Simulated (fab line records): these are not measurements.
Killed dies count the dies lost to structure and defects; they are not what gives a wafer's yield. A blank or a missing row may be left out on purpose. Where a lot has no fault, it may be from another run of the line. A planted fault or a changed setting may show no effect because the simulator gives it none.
Chamber matching :: flow n5-finfet :: 4 sister chambers for N5_BEOL_M0_SAQP_ETCH_106 on rie-diel-03
The step etches SOC in N2/H2, stops on SiNx, target depth 150 nm. 20 wafers are shown with their chamber, then 10 later ones without.

== WAFERS PAIRED WITH THEIR CHAMBERS ==
wafer: L074.1
chamber: 0
drypump-motor-current-A (A): 6.0
showerhead-plenum-p-Torr (Torr): 2.50
oes-product-au (a.u.): 0.91

wafer: L074.3
chamber: 1
drypump-motor-current-A (A): 5.2
showerhead-plenum-p-Torr (Torr): 2.63
oes-product-au (a.u.): 0.71

wafer: L074.5
chamber: 3
drypump-motor-current-A (A): 6.1
showerhead-plenum-p-Torr (Torr): 2.47
oes-product-au (a.u.): 0.83

wafer: L075.2
chamber: 2
drypump-motor-current-A (A): 5.9
showerhead-plenum-p-Torr (Torr): 2.60
oes-product-au (a.u.): 0.86

wafer: L075.4
chamber: 0
drypump-motor-current-A (A): 6.0
showerhead-plenum-p-Torr (Torr): 2.50
oes-product-au (a.u.): 0.90

wafer: L075.5
chamber: 2
drypump-motor-current-A (A): 5.9
showerhead-plenum-p-Torr (Torr): 2.60
oes-product-au (a.u.): 0.86

wafer: L076.1
chamber: 3
drypump-motor-current-A (A): 6.2
showerhead-plenum-p-Torr (Torr): 2.47
oes-product-au (a.u.): 0.82

wafer: L076.2
chamber: 2
drypump-motor-current-A (A): 5.9
showerhead-plenum-p-Torr (Torr): 2.60
oes-product-au (a.u.): 0.86

wafer: L076.3
chamber: 1
drypump-motor-current-A (A): 5.2
showerhead-plenum-p-Torr (Torr): 2.63
oes-product-au (a.u.): 0.71

wafer: L076.4
chamber: 2
drypump-motor-current-A (A): 5.9
showerhead-plenum-p-Torr (Torr): 2.60
oes-product-au (a.u.): 0.86

wafer: L076.5
chamber: 1
drypump-motor-current-A (A): 5.2
showerhead-plenum-p-Torr (Torr): 2.63
oes-product-au (a.u.): 0.70

wafer: L076.6
chamber: 3
drypump-motor-current-A (A): 6.2
showerhead-plenum-p-Torr (Torr): 2.46
oes-product-au (a.u.): 0.82

wafer: L081.1
chamber: 3
drypump-motor-current-A (A): 6.2
showerhead-plenum-p-Torr (Torr): 2.46
oes-product-au (a.u.): 0.82

wafer: L081.2
chamber: 2
drypump-motor-current-A (A): 5.9
showerhead-plenum-p-Torr (Torr): 2.59
oes-product-au (a.u.): 0.84

wafer: L081.4
chamber: 1
drypump-motor-current-A (A): 5.2
showerhead-plenum-p-Torr (Torr): 2.62
oes-product-au (a.u.): 0.69

wafer: L087.1
chamber: 3
drypump-motor-current-A (A): 6.2
showerhead-plenum-p-Torr (Torr): 2.46
oes-product-au (a.u.): 0.81

wafer: L087.2
chamber: 0
drypump-motor-current-A (A): 6.0
showerhead-plenum-p-Torr (Torr): 2.49
oes-product-au (a.u.): 0.87

wafer: L087.3
chamber: 1
drypump-motor-current-A (A): 5.2
showerhead-plenum-p-Torr (Torr): 2.62
oes-product-au (a.u.): 0.69

wafer: L087.4
chamber: 2
drypump-motor-current-A (A): 5.9
showerhead-plenum-p-Torr (Torr): 2.59
oes-product-au (a.u.): 0.83

wafer: L087.5
chamber: 1
drypump-motor-current-A (A): 5.2
showerhead-plenum-p-Torr (Torr): 2.62
oes-product-au (a.u.): 0.70

SIGNATURES, as means of the wafers listed above
reading: drypump-motor-current-A
chamber 0: 6.000
chamber 1: 5.200
chamber 2: 5.900
chamber 3: 6.180
scatter within a chamber: 0.0224

reading: showerhead-plenum-p-Torr
chamber 0: 2.4967
chamber 1: 2.6250
chamber 2: 2.5967
chamber 3: 2.4640
scatter within a chamber: 0.00542

reading: oes-product-au
chamber 0: 0.8933
chamber 1: 0.7000
chamber 2: 0.8517
chamber 3: 0.8200
scatter within a chamber: 0.0121
Rule: for a wafer and a chamber, the distance is found by dividing, reading by reading, the gap between the wafer's reading and the chamber's mean by the reading's scatter, squaring, summing and taking the root. The wafer belongs to the nearest chamber; if the next one is less than 2 further off, it can't be placed. The scatter: take each reading less its chamber's mean, square it, sum over the shown wafers, divide by the number of wafers less the number of chambers, and take the root.

== WAFERS WITHOUT THEIR CHAMBER ==
wafer: L087.6
drypump-motor-current-A (A): 5.9
showerhead-plenum-p-Torr (Torr): 2.59
oes-product-au (a.u.): 0.83

wafer: L091.1
drypump-motor-current-A (A): 6.2
showerhead-plenum-p-Torr (Torr): 2.45
oes-product-au (a.u.): 0.80

wafer: L091.2
drypump-motor-current-A (A): 5.8
showerhead-plenum-p-Torr (Torr): 2.59
oes-product-au (a.u.): 0.82

wafer: L091.3
drypump-motor-current-A (A): 6.0
showerhead-plenum-p-Torr (Torr): 2.48
oes-product-au (a.u.): 0.86

wafer: L094.1
drypump-motor-current-A (A): 5.2
showerhead-plenum-p-Torr (Torr): 2.61
oes-product-au (a.u.): 0.69

wafer: L094.5
drypump-motor-current-A (A): 5.2
showerhead-plenum-p-Torr (Torr): 2.61
oes-product-au (a.u.): 0.69

wafer: L094.6
drypump-motor-current-A (A): 5.9
showerhead-plenum-p-Torr (Torr): 2.58
oes-product-au (a.u.): 0.81

wafer: L095.4
drypump-motor-current-A (A): 6.0
showerhead-plenum-p-Torr (Torr): 2.48
oes-product-au (a.u.): 0.85

wafer: L095.5
drypump-motor-current-A (A): 5.2
showerhead-plenum-p-Torr (Torr): 2.61
oes-product-au (a.u.): 0.68

wafer: L095.6
drypump-motor-current-A (A): 6.0
showerhead-plenum-p-Torr (Torr): 2.48
oes-product-au (a.u.): 0.84

== WHICH CHAMBER EACH WENT THROUGH ==
wafer: L087.6
from the rows above: 2
in truth: 2

wafer: L091.1
from the rows above: 3
in truth: 3

wafer: L091.2
from the rows above: 2
in truth: 2

wafer: L091.3
from the rows above: 0
in truth: 0

wafer: L094.1
from the rows above: 1
in truth: 1

wafer: L094.5
from the rows above: 1
in truth: 1

wafer: L094.6
from the rows above: 2
in truth: 2

wafer: L095.4
from the rows above: 0
in truth: 0

wafer: L095.5
from the rows above: 1
in truth: 1

wafer: L095.6
from the rows above: 0
in truth: 0
Placed correctly: 10 of 10. From these rows, 0 cannot be placed. Number placed wrongly: 0.
